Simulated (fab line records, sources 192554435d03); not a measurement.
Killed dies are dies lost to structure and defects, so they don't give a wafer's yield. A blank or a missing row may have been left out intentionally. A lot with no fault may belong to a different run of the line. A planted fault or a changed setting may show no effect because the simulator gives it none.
Chamber matching	flow n5Finfet	N5_BEOL_M11_VIA_ETCH_34 on rieDiel-03: 4 sister chambers
The step etches SiCOH lowk in C4F6/O2, target depth 184.5 nm, time 69.2 s. 8 wafers are shown with their chamber, then 9 later ones without.

## EACH WAFER AND ITS CHAMBER
wafer	chamber	showerheadPlenumPTorr (Torr)	drypumpMotorCurrentA (A)
L078.6	3	2.88	5.85
L082.6	2	2.87	6.07
L086.1	3	2.88	5.80
L086.2	1	2.82	5.51
L086.5	2	2.87	6.06
L091.4	0	2.72	5.74
L091.5	0	2.72	5.73
L091.6	1	2.81	5.50

## WAFERS WHOSE CHAMBER IS MISSING
wafer	showerheadPlenumPTorr (Torr)	drypumpMotorCurrentA (A)
L092.2	2.87	5.85
L092.3	2.72	5.75
L092.5	2.87	5.84
L095.3	2.71	5.69
L095.4	2.81	5.48
L095.5	2.71	5.70
L096.3	2.87	5.85
L096.5	2.86	6.02
L096.6	2.81	5.44

## CHAMBER TAKEN BY EACH
wafer	from the rows above	in truth
L092.2	3	3
L092.3	0	0
L092.5	3	3
L095.3	0	0
L095.4	1	1
L095.5	0	0
L096.3	3	3
L096.5	2	2
L096.6	1	1
Placed correctly: 9 of 9. Number that these rows cannot place: 0. Number placed wrongly: 0.
How it was worked out, from the rows above alone: a wafer's distance from a chamber is the root of the sum, over the readings, of the square of ((its reading less the chamber's mean) divided by the reading's scatter). If the next closest chamber is less than 2 further off than the closest, the wafer can't be placed; otherwise it belongs to the closest. The mean given for a chamber averages the wafers shown for that chamber. The scatter: the root of (the sum of the squares of (reading less its chamber's mean) over the shown wafers, divided by (wafers less chambers)).
